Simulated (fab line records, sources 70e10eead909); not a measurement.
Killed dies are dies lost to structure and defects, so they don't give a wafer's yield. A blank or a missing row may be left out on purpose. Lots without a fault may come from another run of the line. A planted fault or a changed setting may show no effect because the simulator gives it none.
Problem report in the 8D (eight disciplines) form, filled by code | flow nand_harc | the parts of the form that need people (team, actions taken, sign-off) are left out

1. THE PROBLEM
run_length_s at NHARC_P_BONDPAD_ETCH_24 reads a mean of 103.3 s on 2 wafers of 2 lots; wafers without a fault read 94.3 s with a standard deviation of 0.52. That is +17 standard deviations from the usual mean.
The step: etches the open film in CF4/N2, target depth 30 nm, time 72.99 s.
First seen on wafer L252.5, day 13 13:30, on rie_diel-01. The record holds 34 wafers of 12 lots with a number at this step. Rule for "out", or "out of limits": more than 4 standard deviations from the usual mean. The other wafers with a number count as sound.

2. WHAT IT IS AND WHAT IT IS NOT
question                    | is                | is not
which readings at this step | run_length_s      | drypump_motor_current_A, oes_product_au, rf_vpp_V, showerhead_plenum_p_Torr
which lots                  | L252, L254        | L236, L237, L239, L240, L244, L245, L247, L250, L258, L259
which wafers of those lots  | L252.5, L254.5    | L252.4, L254.4
read on which tools         | rie_diel-01       | rie_diel-10, rie_diel-12
when                        | from day 13 13:30 | up to then (25 sound wafers); but 7 sound wafers of L254, L258, L259 came after

3. SUSPECTS, AND WHAT RULES EACH OUT
Counting: a tool at a process step up to the reading stays a suspect if it ran every lot that is out. Sound lots after the first of them don't rule it out here, since some wafers of a struck lot are sound.
- rie_diel-12 at NHARC_P_BONDPAD_ETCH_12 (etches the open film in CHF3/O2, target depth 200 nm, time 100 s): kept. It ran every lot that is out, first L252 (day 13 13:30); its last sound lot up to then is L247 (day 11 05:40). NHARC_P_BONDPAD_ETCH_12 gives no start for some lots, so the hours and the order of its lots are those of NHARC_P_BONDPAD_ETCH_24.
- rie_diel-01 at NHARC_P_BONDPAD_ETCH_24 (etches the open film in CF4/N2, target depth 30 nm, time 72.99 s): kept. It ran every lot that is out, first L252 (day 13 13:30); its last sound lot up to then is L250 (day 12 18:15). Its own readings are out on those wafers: run_length_s.
- Within rie_diel-12 at NHARC_P_BONDPAD_ETCH_12: the wafers that are out ran in chambers 0, 2; their sound lot-mates ran in chamber 1.
Left after counting: rie_diel-12 at NHARC_P_BONDPAD_ETCH_12, rie_diel-01 at NHARC_P_BONDPAD_ETCH_24.

4. THE CAUSE (what the simulator had put in)
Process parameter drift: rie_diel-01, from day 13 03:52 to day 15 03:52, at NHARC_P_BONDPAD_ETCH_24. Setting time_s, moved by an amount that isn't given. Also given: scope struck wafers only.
Counting left 2 suspects, and this tool is among them.

5. THE CHAIN OF EFFECTS, in route order
Each row: a reading whose mean over the struck wafers that have a number lies more than 3 standard deviations from the usual. Only readings for which the record gives a usual standard deviation are gone through. hours: the time from each lot's start at the first step in this table that gives one to its start at this step, as a median over the lots. sigmas: the change in usual standard deviations.
hours | step                    | reading      | usual  | on struck wafers | change | sigmas
0     | NHARC_P_BONDPAD_ETCH_24 | run_length_s | 94.3 s | 103.3            | +9.0   | +17
The process steps in it:
- NHARC_P_BONDPAD_ETCH_24: etches the open film in CF4/N2, target depth 30 nm, time 72.99 s.
Later measuring or inspecting steps at which every struck wafer that the step has a row for has a number for every such reading, and none has moved that far: NHARC_P_BONDPAD_THK_MEAS_20.

6. WHAT WOULD HAVE CAUGHT IT SOONER
In this record the first reading out of limits was taken at day 13 13:30, 10 hours after the fault began at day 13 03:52.
